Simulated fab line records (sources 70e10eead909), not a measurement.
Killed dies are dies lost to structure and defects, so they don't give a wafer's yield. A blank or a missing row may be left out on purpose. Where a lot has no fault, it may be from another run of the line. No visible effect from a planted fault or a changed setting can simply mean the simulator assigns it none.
What tool caused it? | flow nandHarc | 13 lots, 39 wafers sampled, at 5 steps of a route of 1302

== WHAT THE GAUGES SHOWED, per wafer ==
NHARC_THIN_TSV_CD_MEAS_37. Usual: cdNm at 5000.0 nm, with a standard deviation of 2.7.
lot  | measured     | on       | cdNm (nm)            | flag
L353 | day 24 18:29 | cdSem-02 | 5006.3 5002.7 5003.6 | 
L356 | day 25 18:22 | cdSem-02 | 4998.6 4998.5 4994.8 | 
L357 | day 28 16:40 | cdSem-02 | 5000.5 4997.8 4997.1 | 
L360 | day 28 15:17 | cdSem-03 | 4998.2 5002.7 4997.9 | 
L361 | day 28 05:27 | cdSem-02 | 4996.5 4996.4 4999.5 | 
L359 | day 29 10:41 | cdSem-03 | 5000.0 5001.7 5001.7 | 
L358 | day 30 13:47 | cdSem-03 | 4999.1 4996.1 4998.0 | 
L367 | day 30 20:49 | cdSem-03 | 5002.9 4998.2 5000.5 | 
L370 | day 31 07:05 | cdSem-03 | 4998.9 4997.5 4997.2 | 
L371 | day 32 00:02 | cdSem-03 | 5001.7 4995.5 4996.1 | 
L373 | day 32 11:41 | cdSem-01 | 5000.5 5003.9 5000.7 | 
L374 | day 33 15:08 | cdSem-02 | 5000.3 5004.0 5003.1 | 
L375 | day 33 16:16 | cdSem-03 | 5001.3 5001.1 5004.0 | 

NHARC_END_SORT_01. Usual: killedAtArray 54, standard deviation 18; killedAtOther 0.9, standard deviation 1.2; killedAtPeriphery 4.4, standard deviation 2.9; killedDies 59, standard deviation 18; killedOpen 3.2, standard deviation 1.8; killedShort 2.6, standard deviation 1.8.
lot  | measured     | on        | killedAtArray | killedAtOther | killedAtPeriphery | killedDies | killedOpen | killedShort | flag
L358 | day 31 00:22 | prober-02 | 48 35 40      | 1 1 1         | 6 2 1             | 55 38 42   | 2 2 1      | 3 0 0       | 
L367 | day 31 09:53 | prober-01 | 76 136 83     | 1 0 0         | 0 1 0             | 77 137 83  | 4 4 3      | 1 1 2       | 
L374 | day 33 23:48 | prober-01 | 24 27 22      | 0 0 1         | 5 8 9             | 29 35 32   | 4 3 1      | 2 5 3       | 
L375 | day 34 01:23 | prober-02 | 88 95 94      | 1 0 0         | 8 4 1             | 97 99 95   | 1 1 2      | 6 1 1       | 

== TOOL THAT RAN EACH LOT (tool first, then ch and the chambers of the sampled wafers, then the start) ==
lot  | NHARC_A_CHANNEL_FILL_D1_ALD_02  | NHARC_THIN_TSV_ETCHBACK_48        | NHARC_THIN_TSV_DESCUM_35
L353 | aldHk-02 ch 2,3, day 8 21:47    | rieDiel-08 ch 2,3, day 24 12:40   | rieDiel-03 ch 1,2, day 24 16:32
L356 | aldHk-04 ch 0,2,3, day 9 20:59  | rieDiel-08 ch 1,2, day 25 13:20   | rieDiel-09 ch 0,3, day 25 17:06
L357 | aldHk-03 ch 0,1,3, day 12 22:22 | rieDiel-09 ch 0,1,3, day 28 11:44 | rieDiel-09 ch 1,2, day 28 15:23
L360 | aldHk-04 ch 0,1,3, day 13 02:12 | rieDiel-03 ch 1,2,3, day 28 10:11 | rieDiel-08 ch 0,1,2, day 28 14:02
L361 | aldHk-02 ch 1,2, day 13 02:50   | rieDiel-03 ch 0,2,3, day 28 00:25 | rieDiel-08 ch 0,3, day 28 04:11
L359 | aldHk-03 ch 1,2,3, day 13 14:56 | rieDiel-03 ch 1,2, day 29 05:32   | rieDiel-08 ch 1,2, day 29 09:25
L358 | aldHk-03 ch 2,3, day 13 18:08   | rieDiel-03 ch 1,2, day 30 08:16   | rieDiel-08 ch 1,2, day 30 12:27
L367 | aldHk-04 ch 0,2,3, day 15 00:52 | rieDiel-09 ch 0,1,2, day 30 15:32 | rieDiel-08 ch 1,2,3, day 30 19:29
L370 | aldHk-02 ch 0,1, day 15 09:37   | rieDiel-08 ch 0,1,2, day 31 01:55 | rieDiel-09 ch 1,2, day 31 05:44
L371 | aldHk-03 ch 2,3, day 16 13:56   | rieDiel-09 ch 0,1,2, day 31 18:53 | rieDiel-03 ch 0,1, day 31 22:46
L373 | aldHk-02 ch 0,1,2, day 17 00:44 | rieDiel-08 ch 0,1,2, day 32 06:36 | rieDiel-03 ch 0,1,3, day 32 10:23
L374 | aldHk-04 ch 0,2, day 18 02:05   | rieDiel-09 ch 0,2,3, day 33 10:00 | rieDiel-03 ch 0,1, day 33 13:47
L375 | aldHk-04 ch 0,3, day 18 04:55   | rieDiel-03 ch 0,1,3, day 33 11:15 | rieDiel-09 ch 1,2, day 33 14:59
- NHARC_A_CHANNEL_FILL_D1_ALD_02: deposits SiO2, target thk 6 nm, pulse time 10 s, ald cycles 60.
- NHARC_THIN_TSV_ETCHBACK_48: etches the open film in C4F8/Ar, target depth 1028.5 nm, time 405.17 s.
- NHARC_THIN_TSV_DESCUM_35: chemistry O2, time 3 s.

== WHAT THE TOOLS THEMSELVES READ (means of the sampled wafers that have a number; where no wafer has one, the mark that the record gives instead) ==
NHARC_A_CHANNEL_FILL_D1_ALD_02. Usual: heaterPowerW 481 W, standard deviation 55; precursorPulseHeightRel 0.997, standard deviation 0.02.
lot  | tool     | heaterPowerW (W) | precursorPulseHeightRel | flag
L353 | aldHk-02 | 489              | 1.016                   | 
L356 | aldHk-04 | 456              | 1.005                   | 
L357 | aldHk-03 | 524              | 1.005                   | 
L360 | aldHk-04 | 444              | 0.979                   | 
L361 | aldHk-02 | 495              | 0.995                   | 
L359 | aldHk-03 | 522              | 0.994                   | 
L358 | aldHk-03 | 585              | 1.007                   | 
L367 | aldHk-04 | 433              | 0.992                   | 
L370 | aldHk-02 | 433              | 0.982                   | 
L371 | aldHk-03 | 573              | 0.988                   | 
L373 | aldHk-02 | 475              | 0.978                   | 
L374 | aldHk-04 | 464              | 0.999                   | 
L375 | aldHk-04 | 449              | 0.986                   | 

NHARC_THIN_TSV_ETCHBACK_48. Usual: oesProductAu 0.946 a.u., standard deviation 0.03; rfVppV 547 V, standard deviation 3.2.
lot  | tool       | oesProductAu (a.u.) | rfVppV (V) | flag
L353 | rieDiel-08 | 1.005               | 549        | 
L356 | rieDiel-08 | 0.930               | 543        | 
L357 | rieDiel-09 | 0.924               | 544        | 
L360 | rieDiel-03 | 0.970               | 548        | 
L361 | rieDiel-03 | 0.998               | 547        | 
L359 | rieDiel-03 | 0.920               | 548        | 
L358 | rieDiel-03 | 0.928               | 550        | 
L367 | rieDiel-09 | 1.001               | 546        | 
L370 | rieDiel-08 | 0.926               | 546        | 
L371 | rieDiel-09 | 0.931               | 545        | 
L373 | rieDiel-08 | 0.960               | 547        | 
L374 | rieDiel-09 | 0.930               | 545        | 
L375 | rieDiel-03 | 0.919               | 545        | 

NHARC_THIN_TSV_DESCUM_35. Usual: drypumpMotorCurrentA 5.7 A, standard deviation 0.6; oesProductAu 1.001 a.u., standard deviation 0.0083; rfVppV 57.8 V, standard deviation 0.8; showerheadPlenumPTorr 1.90 Torr, standard deviation 0.078; throttleValvePct 11.311 %, standard deviation 0.009.
lot  | tool       | drypumpMotorCurrentA (A) | oesProductAu (a.u.) | rfVppV (V) | showerheadPlenumPTorr (Torr) | throttleValvePct (%) | flag
L353 | rieDiel-03 | 5.7                      | 1.005               | 57.6       | 1.94                         | 11.317               | 
L356 | rieDiel-09 | 6.4                      | 0.999               | 58.0       | 1.85                         | 11.310               | 
L357 | rieDiel-09 | 5.9                      | 1.011               | 58.3       | 1.92                         | 11.313               | 
L360 | rieDiel-08 | 5.2                      | 1.007               | 57.2       | 1.90                         | 11.315               | 
L361 | rieDiel-08 | 5.3                      | 1.017               | 58.3       | 2.03                         | 11.315               | 
L359 | rieDiel-08 | 5.5                      | 1.002               | 58.0       | 1.83                         | 11.306               | 
L358 | rieDiel-08 | 5.1                      | 1.004               | 58.4       | 1.85                         | 11.315               | 
L367 | rieDiel-08 | 5.4                      | 0.997               | 58.0       | 1.90                         | 11.313               | 
L370 | rieDiel-09 | 6.0                      | 1.006               | 57.5       | 1.92                         | 11.305               | 
L371 | rieDiel-03 | 6.4                      | 0.997               | 57.7       | 1.86                         | 11.310               | 
L373 | rieDiel-03 | 5.9                      | 0.987               | 57.3       | 1.88                         | 11.309               | 
L374 | rieDiel-03 | 6.4                      | 0.997               | 58.3       | 1.86                         | 11.305               | 
L375 | rieDiel-09 | 5.6                      | 0.995               | 57.7       | 1.89                         | 11.307               | 

== THE ANSWER, worked out from the rows above alone ==
Rule: lot off if the mean of its wafers having a number is beyond 3 standard deviations from the usual mean. A lot without any number at a reading at which 4 lots or more have one is off too. All remaining lots with rows at the step are treated as sound. First the gauges in route order, then the tools' own readings, where a lot's mean is used as printed above. At the first step where some lot is off, the reading lying furthest off is the one used; lots without a number count as furthest.
None of the lots is off at any reading shown; this tells nothing.

== WHAT WAS PUT IN BY THE SIMULATOR ==
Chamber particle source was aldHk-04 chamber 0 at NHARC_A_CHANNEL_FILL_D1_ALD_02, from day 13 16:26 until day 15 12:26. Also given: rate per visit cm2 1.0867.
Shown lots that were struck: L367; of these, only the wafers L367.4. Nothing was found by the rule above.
